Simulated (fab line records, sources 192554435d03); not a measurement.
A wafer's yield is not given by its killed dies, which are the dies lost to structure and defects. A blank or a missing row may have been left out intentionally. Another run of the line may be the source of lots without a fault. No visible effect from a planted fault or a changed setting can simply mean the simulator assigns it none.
The tool behind it: which one? | flow n5Finfet | 24 lots with 72 wafers sampled at 6 steps, on a route of 1938 steps

## WHAT THE GAUGES SHOWED, per wafer
No reading from a measuring or inspecting step in the record can be judged against a usual standard deviation.

## WHAT TOOL EACH LOT RAN ON (gives the tool, then ch and the chambers of the sampled wafers, and finally the start)
lot  | N5_BEOL_M0_SAQP_PECVD_00        | N5_BEOL_M0_SAQP_ILD_DEP_01      | N5_BEOL_M0_SAQP_PECVD_97        | N5_BEOL_M0_SAQP_HM_DEP_111      | N5_BEOL_M0_SAQP_ETCH_83           | N5_BEOL_M0_SAQP_MANDREL_ETCH_20
L074 | pecvd-02 ch 0,1,2, day 5 09:47  | pecvd-02 ch 0,1,2, day 5 09:49  | pecvd-02 ch 1,2, day 5 10:04    | pecvd-03 ch 0,2, day 5 10:14    | rieDiel-01 ch 1,2, day 5 10:41    | rieSi-02 ch 0,1, day 5 10:55
L075 | pecvd-03 ch 0,1,2, day 5 14:11  | pecvd-03 ch 0,1,2, day 5 14:13  | pecvd-03 ch 0,2, day 5 14:28    | pecvd-03 ch 0,1, day 5 14:38    | rieDiel-05 ch 1,3, day 5 15:12    | rieSi-02 ch 1,2, day 5 15:26
L076 | pecvd-03 ch 0,2, day 6 06:36    | pecvd-03 ch 0,2, day 6 06:38    | pecvd-01 ch 0,1, day 6 11:34    | pecvd-03 ch 0,2, day 6 11:47    | rieDiel-01 ch 0,1, day 6 12:22    | rieSi-05 ch 0,1, day 6 12:37
L077 | pecvd-02 ch 0,2, day 6 13:01    | pecvd-02 ch 0,2, day 6 13:03    | pecvd-02 ch 1,2, day 6 14:47    | pecvd-01 ch 1,2, day 6 14:57    | rieDiel-05 ch 0,3, day 6 15:24    | rieSi-02 ch 1,2, day 6 15:38
L078 | pecvd-02 ch 0,1,2, day 6 16:04  | pecvd-02 ch 0,1,2, day 6 16:05  | pecvd-01 ch 0,1,2, day 6 18:29  | pecvd-02 ch 0,1, day 6 18:40    | rieDiel-05 ch 2,3, day 6 19:06    | rieSi-05 ch 1,3, day 6 19:20
L079 | pecvd-03 ch 0,1,2, day 6 23:29  | pecvd-03 ch 0,1,2, day 6 23:31  | pecvd-01 ch 0,1,2, day 7 01:37  | pecvd-02 ch 0,1,2, day 7 01:47  | rieDiel-06 ch 0,1,2, day 7 02:25  | rieSi-06 ch 1,2,3, day 7 02:40
L080 | pecvd-01 ch 0,1,2, day 7 02:34  | pecvd-01 ch 0,1,2, day 7 02:35  | pecvd-02 ch 0,1,2, day 7 04:51  | pecvd-01 ch 1,2, day 7 05:01    | rieDiel-01 ch 0,1,3, day 7 05:44  | rieSi-05 ch 0,1,2, day 7 05:58
L081 | pecvd-02 ch 0,2, day 7 06:20    | pecvd-02 ch 0,2, day 7 06:22    | pecvd-01 ch 0,1, day 7 08:14    | pecvd-03 ch 1,2, day 7 08:25    | rieDiel-06 ch 1,2,3, day 7 08:59  | rieSi-06 ch 1,2,3, day 7 09:13
L082 | pecvd-02 ch 0,1, day 7 10:14    | pecvd-02 ch 0,1, day 7 10:15    | pecvd-03 ch 1,2, day 7 12:32    | pecvd-02 ch 0,1,2, day 7 12:43  | rieDiel-05 ch 0,1,3, day 7 13:16  | rieSi-05 ch 0,1,3, day 7 13:31
L083 | pecvd-02 ch 0,2, day 7 16:07    | pecvd-02 ch 0,2, day 7 16:08    | pecvd-02 ch 0,1, day 7 16:23    | pecvd-01 ch 0,1,2, day 7 16:34  | rieDiel-01 ch 1,2, day 7 17:08    | rieSi-02 ch 0,1,3, day 7 17:22
L084 | pecvd-03 ch 0,1,2, day 7 23:34  | pecvd-03 ch 0,1,2, day 7 23:35  | pecvd-02 ch 0,1, day 8 03:26    | pecvd-01 ch 0,2, day 8 03:37    | rieDiel-05 ch 0,1,2, day 8 04:11  | rieSi-02 ch 1,2, day 8 04:26
L085 | pecvd-01 ch 0,1,2, day 8 05:55  | pecvd-01 ch 0,1,2, day 8 05:56  | pecvd-02 ch 0,1, day 8 06:56    | pecvd-03 ch 1,2, day 8 07:08    | rieDiel-05 ch 1,2, day 8 07:42    | rieSi-05 ch 0,1,2, day 8 07:56
L086 | pecvd-01 ch 0,2, day 8 14:56    | pecvd-01 ch 0,2, day 8 14:57    | pecvd-02 ch 0,2, day 8 17:10    | pecvd-01 ch 0,1,2, day 8 17:20  | rieDiel-05 ch 0,3, day 8 17:58    | rieSi-06 ch 1,2,3, day 8 18:12
L087 | pecvd-03 ch 0,1,2, day 8 17:56  | pecvd-03 ch 0,1,2, day 8 17:58  | pecvd-01 ch 0,1,2, day 8 18:37  | pecvd-02 ch 0,1,2, day 8 18:47  | rieDiel-05 ch 0,1,3, day 8 19:14  | rieSi-05 ch 0,3, day 8 19:27
L088 | pecvd-03 ch 0,1,2, day 9 00:22  | pecvd-03 ch 0,1,2, day 9 00:23  | pecvd-03 ch 0,1,2, day 9 00:50  | pecvd-01 ch 0,1, day 9 01:00    | rieDiel-01 ch 0,1,2, day 9 01:34  | rieSi-06 ch 0,2,3, day 9 01:49
L089 | pecvd-01 ch 0,1,2, day 9 05:22  | pecvd-01 ch 0,1,2, day 9 05:23  | pecvd-03 ch 0,2, day 9 05:52    | pecvd-02 ch 0,1, day 9 06:02    | rieDiel-01 ch 2,3, day 9 06:38    | rieSi-05 ch 1,2, day 9 06:52
L090 | pecvd-03 ch 0,1,2, day 9 08:22  | pecvd-03 ch 0,1,2, day 9 08:23  | pecvd-02 ch 1,2, day 9 10:14    | pecvd-01 ch 1,2, day 9 10:25    | rieDiel-05 ch 0,1,2, day 9 10:53  | rieSi-06 ch 0,1,2, day 9 11:07
L091 | pecvd-02 ch 0,1, day 9 18:28    | pecvd-02 ch 0,1, day 9 18:30    | pecvd-02 ch 0,1, day 9 19:14    | pecvd-01 ch 0,2, day 9 19:28    | rieDiel-05 ch 0,1,3, day 9 20:02  | rieSi-02 ch 0,1,2, day 9 20:17
L092 | pecvd-01 ch 0,1,2, day 10 00:25 | pecvd-01 ch 0,1,2, day 10 00:27 | pecvd-01 ch 0,1, day 10 01:14   | pecvd-02 ch 0,1, day 10 01:26   | rieDiel-06 ch 1,2,3, day 10 02:00 | rieSi-05 ch 0,1,3, day 10 02:14
L093 | pecvd-02 ch 0,1, day 10 08:29   | pecvd-02 ch 0,1, day 10 08:32   | pecvd-01 ch 0,2, day 10 08:52   | pecvd-02 ch 0, day 10 09:02     | rieDiel-05 ch 0,2,3, day 10 09:38 | rieSi-06 ch 0,1,2, day 10 09:53
L094 | pecvd-01 ch 0,2, day 10 12:30   | pecvd-01 ch 0,2, day 10 12:32   | pecvd-02 ch 0,1, day 10 15:04   | pecvd-01 ch 0,1,2, day 10 15:17 | rieDiel-06 ch 0,1,2, day 10 15:51 | rieSi-06 ch 0,2,3, day 10 16:05
L095 | pecvd-01 ch 0,1,2, day 10 18:08 | pecvd-01 ch 0,1,2, day 10 18:10 | pecvd-02 ch 0,1,2, day 10 19:12 | pecvd-01 ch 0,2, day 10 19:22   | rieDiel-01 ch 0,3, day 10 20:11   | rieSi-05 ch 1,2, day 10 20:25
L096 | pecvd-02 ch 0,2, day 11 01:50   | pecvd-02 ch 0,2, day 11 01:51   | pecvd-02 ch 0,1, day 11 02:48   | pecvd-03 ch 0,1, day 11 02:58   | rieDiel-06 ch 0,1, day 11 03:32   | rieSi-06 ch 0,1,3, day 11 03:47
L097 | pecvd-03 ch 0,2, day 11 05:05   | pecvd-03 ch 0,2, day 11 05:06   | pecvd-02 ch 0,1,2, day 11 05:42 | pecvd-03 ch 0,1,2, day 11 05:53 | rieDiel-06 ch 0,1,2, day 11 06:26 | rieSi-06 ch 1,2,3, day 11 06:41
- N5_BEOL_M0_SAQP_PECVD_00: deposits SiCN from 3MS/NH3, target thk 8 nm, time 14 s.
- N5_BEOL_M0_SAQP_ILD_DEP_01: deposits SiOC from DEMS/O2, target thk 45.419 nm, time 8.7 s.
- N5_BEOL_M0_SAQP_PECVD_97: deposits SiNx from SiH4/NH3/N2, target thk 23 nm, time 19.9 s.
- N5_BEOL_M0_SAQP_HM_DEP_111: deposits SiO2 from SiH4/N2O, target thk 12 nm, time 7.2 s.
- N5_BEOL_M0_SAQP_ETCH_83: etches SiARC in CF4, target depth 39 nm, time 65 s.
- N5_BEOL_M0_SAQP_MANDREL_ETCH_20: etches a-Si in HBr/Cl2, stops on SiNx, target depth 60 nm, bt time 10 s, time 30 s.

## AS READ BY THE TOOLS THEMSELVES (means over the sampled wafers that have a number; for cases with no such wafer, the mark the record gives instead)
N5_BEOL_M0_SAQP_PECVD_00. Usual: showerheadPlenumPTorr 3.674 Torr, standard deviation 0.0084; throttleValvePct 9.3 %, standard deviation 0.42.
lot  | tool     | showerheadPlenumPTorr (Torr) | throttleValvePct (%) | flag
L074 | pecvd-02 | 3.674                        | 9.3                  | 
L075 | pecvd-03 | 3.676                        | 9.0                  | 
L076 | pecvd-03 | 3.681                        | 8.9                  | 
L077 | pecvd-02 | 3.677                        | 9.2                  | 
L078 | pecvd-02 | 3.677                        | 9.5                  | 
L079 | pecvd-03 | 3.673                        | 9.0                  | 
L080 | pecvd-01 | 3.669                        | 9.3                  | 
L081 | pecvd-02 | 3.674                        | 9.5                  | 
L082 | pecvd-02 | 3.681                        | 9.3                  | 
L083 | pecvd-02 | 3.680                        | 9.2                  | 
L084 | pecvd-03 | 3.673                        | 9.0                  | 
L085 | pecvd-01 | 3.675                        | 9.4                  | 
L086 | pecvd-01 | 3.677                        | 9.4                  | 
L087 | pecvd-03 | 3.672                        | 9.1                  | 
L088 | pecvd-03 | 3.679                        | 9.0                  | 
L089 | pecvd-01 | 3.672                        | 9.4                  | 
L090 | pecvd-03 | 3.678                        | 8.9                  | 
L091 | pecvd-02 | 3.680                        | 9.3                  | 
L092 | pecvd-01 | 3.669                        | 9.4                  | 
L093 | pecvd-02 | 3.683                        | 9.3                  | 
L094 | pecvd-01 | 3.678                        | 9.0                  | 
L095 | pecvd-01 | 3.667                        | 9.4                  | 
L096 | pecvd-02 | 3.672                        | 8.8                  | 
L097 | pecvd-03 | 3.683                        | 9.2                  | 

N5_BEOL_M0_SAQP_ILD_DEP_01. Usual: heaterPowerW 502 W, standard deviation 85; showerheadPlenumPTorr 5.702 Torr, standard deviation 0.012; throttleValvePct 12.2 %, standard deviation 0.53.
lot  | tool     | heaterPowerW (W) | showerheadPlenumPTorr (Torr) | throttleValvePct (%) | flag
L074 | pecvd-02 | 503              | 5.696                        | 12.3                 | 
L075 | pecvd-03 | 466              | 5.706                        | 11.9                 | 
L076 | pecvd-03 | 468              | 5.708                        | 11.9                 | 
L077 | pecvd-02 | 535              | 5.705                        | 12.0                 | 
L078 | pecvd-02 | 482              | 5.694                        | 12.5                 | 
L079 | pecvd-03 | 476              | 5.706                        | 11.9                 | 
L080 | pecvd-01 | 603              | 5.694                        | 12.5                 | 
L081 | pecvd-02 | 482              | 5.694                        | 12.3                 | 
L082 | pecvd-02 | 496              | 5.705                        | 12.1                 | 
L083 | pecvd-02 | 540              | 5.708                        | 12.1                 | 
L084 | pecvd-03 | 447              | 5.698                        | 11.8                 | 
L085 | pecvd-01 | 601              | 5.700                        | 12.5                 | 
L086 | pecvd-01 | 554              | 5.698                        | 12.3                 | 
L087 | pecvd-03 | 463              | 5.702                        | 11.9                 | 
L088 | pecvd-03 | 448              | 5.718                        | 12.0                 | 
L089 | pecvd-01 | 531              | 5.690                        | 12.5                 | 
L090 | pecvd-03 | 449              | 5.706                        | 11.8                 | 
L091 | pecvd-02 | 456              | 5.709                        | 12.2                 | 
L092 | pecvd-01 | 598              | 5.704                        | 12.6                 | 
L093 | pecvd-02 | 509              | 5.704                        | 12.2                 | 
L094 | pecvd-01 | 600              | 5.701                        | 12.0                 | 
L095 | pecvd-01 | 587              | 5.702                        | 12.3                 | 
L096 | pecvd-02 | 490              | 5.701                        | 11.5                 | 
L097 | pecvd-03 | 476              | 5.707                        | 11.8                 | 

N5_BEOL_M0_SAQP_PECVD_97. Usual: heaterPowerW 566 W, standard deviation 86; showerheadPlenumPTorr 5.18 Torr, standard deviation 0.034; throttleValvePct 41.1 %, standard deviation 1.8.
lot  | tool     | heaterPowerW (W) | showerheadPlenumPTorr (Torr) | throttleValvePct (%) | flag
L074 | pecvd-02 | 522              | 5.18                         | 42.7                 | 
L075 | pecvd-03 | 549              | 5.21                         | 39.5                 | 
L076 | pecvd-01 | 644              | 5.19                         | 42.4                 | 
L077 | pecvd-02 | 507              | 5.18                         | 42.5                 | 
L078 | pecvd-01 | 619              | 5.17                         | 41.3                 | 
L079 | pecvd-01 | 681              | 5.16                         | 41.6                 | 
L080 | pecvd-02 | 550              | 5.19                         | 41.5                 | 
L081 | pecvd-01 | 655              | 5.17                         | 43.1                 | 
L082 | pecvd-03 | 454              | 5.16                         | 39.7                 | 
L083 | pecvd-02 | 504              | 5.19                         | 41.7                 | 
L084 | pecvd-02 | 558              | 5.20                         | 40.7                 | 
L085 | pecvd-02 | 522              | 5.19                         | 41.6                 | 
L086 | pecvd-02 | 578              | 5.20                         | 41.3                 | 
L087 | pecvd-01 | 691              | 5.17                         | 41.4                 | 
L088 | pecvd-03 | 512              | 5.20                         | 39.6                 | 
L089 | pecvd-03 | 535              | 5.18                         | 39.3                 | 
L090 | pecvd-02 | 529              | 5.18                         | 42.5                 | 
L091 | pecvd-02 | 483              | 5.18                         | 41.6                 | 
L092 | pecvd-01 | 680              | 5.16                         | 43.3                 | 
L093 | pecvd-01 | 603              | 5.17                         | 40.0                 | 
L094 | pecvd-02 | 532              | 5.20                         | 40.8                 | 
L095 | pecvd-02 | 563              | 5.18                         | 40.2                 | 
L096 | pecvd-02 | 568              | 5.20                         | 41.0                 | 
L097 | pecvd-02 | 529              | 5.19                         | 40.0                 | 

N5_BEOL_M0_SAQP_HM_DEP_111. Usual: heaterPowerW 816 W, standard deviation 140; showerheadPlenumPTorr 8.23 Torr, standard deviation 0.073.
lot  | tool     | heaterPowerW (W) | showerheadPlenumPTorr (Torr) | flag
L074 | pecvd-03 | 742              | 8.25                         | 
L075 | pecvd-03 | 644              | 8.31                         | 
L076 | pecvd-03 | 751              | 8.25                         | 
L077 | pecvd-01 | 1006             | 8.15                         | 
L078 | pecvd-02 | 779              | 8.27                         | 
L079 | pecvd-02 | 755              | 8.25                         | 
L080 | pecvd-01 | 1034             | 8.15                         | 
L081 | pecvd-03 | 659              | 8.20                         | 
L082 | pecvd-02 | 782              | 8.25                         | 
L083 | pecvd-01 | 957              | 8.21                         | 
L084 | pecvd-01 | 862              | 8.21                         | 
L085 | pecvd-03 | 687              | 8.20                         | 
L086 | pecvd-01 | 909              | 8.21                         | 
L087 | pecvd-02 | 784              | 8.24                         | 
L088 | pecvd-01 | 990              | 8.21                         | 
L089 | pecvd-02 | 783              | 8.27                         | 
L090 | pecvd-01 | 964              | 8.15                         | 
L091 | pecvd-01 | 844              | 8.26                         | 
L092 | pecvd-02 | 707              | 8.24                         | 
L093 | pecvd-02 | 847              | 8.30                         | 
L094 | pecvd-01 | 912              | 8.20                         | 
L095 | pecvd-01 | 923              | 8.20                         | 
L096 | pecvd-03 | 695              | 8.26                         | 
L097 | pecvd-03 | 701              | 8.25                         | 

N5_BEOL_M0_SAQP_ETCH_83. Usual: for drypumpMotorCurrentA, 5.73 A with a standard deviation of 0.28; for etchRfOnTimeS, 65.3 s with a standard deviation of 2.2; for mfcArSccm, 99.9 sccm with a standard deviation of 0.32; for oesProductAu, 0.66 a.u. with a standard deviation of 0.058; for rfVppV, 183.9 V with a standard deviation of 1.1; for showerheadPlenumPTorr, 2.13 Torr with a standard deviation of 0.069; for throttleValvePct, 15.62 % with a standard deviation of 0.26.
lot  | tool       | drypumpMotorCurrentA (A) | etchRfOnTimeS (s) | mfcArSccm (sccm) | oesProductAu (a.u.) | rfVppV (V) | showerheadPlenumPTorr (Torr) | throttleValvePct (%) | flag
L074 | rieDiel-01 | 5.81                     | 65.3              | 100.3            | 0.66                | 183.6      | 2.19                         | 15.65                | 
L075 | rieDiel-05 | 5.38                     | 64.5              | 99.6             | 0.67                | 184.0      | 2.07                         | 15.65                | 
L076 | rieDiel-01 | 5.96                     | 65.9              | 100.0            | 0.72                | 184.7      | 2.14                         | 15.36                | 
L077 | rieDiel-05 | 5.77                     | 63.9              | 99.9             | 0.70                | 183.3      | 2.10                         | 15.39                | 
L078 | rieDiel-05 | 5.69                     | 66.3              | 100.0            | 0.64                | 183.4      | 2.11                         | 15.75                | 
L079 | rieDiel-06 | 6.07                     | 64.3              | 99.9             | 0.65                | 184.3      | 2.12                         | 15.59                | 
L080 | rieDiel-01 | 5.86                     | 65.0              | 99.8             | 0.67                | 184.1      | 2.15                         | 15.45                | 
L081 | rieDiel-06 | 5.88                     | 64.8              | 99.8             | 0.67                | 183.0      | 2.13                         | 15.58                | 
L082 | rieDiel-05 | 5.57                     | 65.4              | 100.1            | 0.66                | 183.6      | 2.09                         | 15.62                | 
L083 | rieDiel-01 | 5.97                     | 65.0              | 100.0            | 0.69                | 184.3      | 2.17                         | 15.59                | 
L084 | rieDiel-05 | 5.52                     | 66.7              | 100.0            | 0.61                | 183.7      | 2.09                         | 15.88                | 
L085 | rieDiel-05 | 5.35                     | 66.8              | 100.3            | 0.61                | 183.5      | 2.07                         | 15.95                | 
L086 | rieDiel-05 | 5.75                     | 64.3              | 99.9             | 0.66                | 183.6      | 2.11                         | 15.57                | 
L087 | rieDiel-05 | 5.56                     | 64.6              | 99.6             | 0.66                | 183.6      | 2.09                         | 15.64                | 
L088 | rieDiel-01 | 5.81                     | 64.1              | 100.1            | 0.68                | 183.2      | 2.14                         | 15.49                | 
L089 | rieDiel-01 | 5.79                     | 63.0              | 99.7             | 0.76                | 184.3      | 2.20                         | 15.42                | 
L090 | rieDiel-05 | 5.53                     | 67.6              | 100.3            | 0.60                | 183.3      | 2.09                         | 15.89                | 
L091 | rieDiel-05 | 5.56                     | 65.4              | 100.0            | 0.65                | 184.4      | 2.08                         | 15.65                | 
L092 | rieDiel-06 | 5.90                     | 65.4              | 100.0            | 0.66                | 184.3      | 2.12                         | 15.62                | 
L093 | rieDiel-05 | 5.74                     | 67.2              | 100.0            | 0.63                | 184.2      | 2.10                         | 15.70                | 
L094 | rieDiel-06 | 6.04                     | 64.2              | 100.2            | 0.63                | 183.7      | 2.11                         | 15.62                | 
L095 | rieDiel-01 | 5.72                     | 64.0              | 99.6             | 0.73                | 183.9      | 2.12                         | 15.23                | 
L096 | rieDiel-06 | 6.03                     | 64.7              | 99.5             | 0.63                | 184.6      | 2.17                         | 15.64                | 
L097 | rieDiel-06 | 6.06                     | 64.6              | 99.8             | 0.62                | 183.1      | 2.11                         | 15.62                | 

N5_BEOL_M0_SAQP_MANDREL_ETCH_20. Usual: drypumpMotorCurrentA 5.5 A, standard deviation 0.32; oesProductAu 0.771 a.u., standard deviation 0.014; throttleValvePct 35.4 %, standard deviation 0.48.
lot  | tool     | drypumpMotorCurrentA (A) | oesProductAu (a.u.) | throttleValvePct (%) | flag
L074 | rieSi-02 | 5.6                      | 0.787               | 35.5                 | 
L075 | rieSi-02 | 5.7                      | 0.775               | 35.9                 | 
L076 | rieSi-05 | 5.6                      | 0.776               | 35.8                 | 
L077 | rieSi-02 | 5.8                      | 0.778               | 35.9                 | 
L078 | rieSi-05 | 5.8                      | 0.771               | 35.8                 | 
L079 | rieSi-06 | 5.3                      | 0.766               | 35.4                 | 
L080 | rieSi-05 | 5.4                      | 0.765               | 35.4                 | 
L081 | rieSi-06 | 5.3                      | 0.770               | 35.4                 | 
L082 | rieSi-05 | 5.5                      | 0.756               | 35.6                 | 
L083 | rieSi-02 | 6.0                      | 0.780               | 35.7                 | 
L084 | rieSi-02 | 5.8                      | 0.781               | 35.9                 | 
L085 | rieSi-05 | 5.4                      | 0.772               | 35.4                 | 
L086 | rieSi-06 | 5.3                      | 0.764               | 35.5                 | 
L087 | rieSi-05 | 5.4                      | 0.759               | 35.4                 | 
L088 | rieSi-06 | 5.4                      | 0.761               | 35.2                 | 
L089 | rieSi-05 | 5.6                      | 0.768               | 35.6                 | 
L090 | rieSi-06 | 5.5                      | 0.757               | 35.1                 | 
L091 | rieSi-02 | 5.7                      | 0.793               | 35.9                 | 
L092 | rieSi-05 | 5.5                      | 0.770               | 35.6                 | 
L093 | rieSi-06 | 5.5                      | 0.759               | 35.1                 | 
L094 | rieSi-06 | 5.4                      | 0.773               | 35.2                 | 
L095 | rieSi-05 | 5.5                      | 0.777               | 35.2                 | 
L096 | rieSi-06 | 5.4                      | 0.776               | 35.1                 | 
L097 | rieSi-06 | 5.3                      | 0.769               | 35.5                 | 

## THE ANSWER, worked out from the rows above alone
Rule: lot off if the mean of its wafers having a number is beyond 3 standard deviations from the usual mean. Also off: a lot with no number at a reading for which 4 or more lots have one. All remaining lots with rows at the step are treated as sound. The gauges are gone through in route order, then the tools' own readings, and for those a lot's mean is taken as printed above. At the first step where some lot is off, the reading lying furthest off is the one used; lots without a number count as furthest.
Across all readings shown, no lot is off: no conclusion can be drawn from this.

## WHAT HAD BEEN PUT IN BY THE SIMULATOR
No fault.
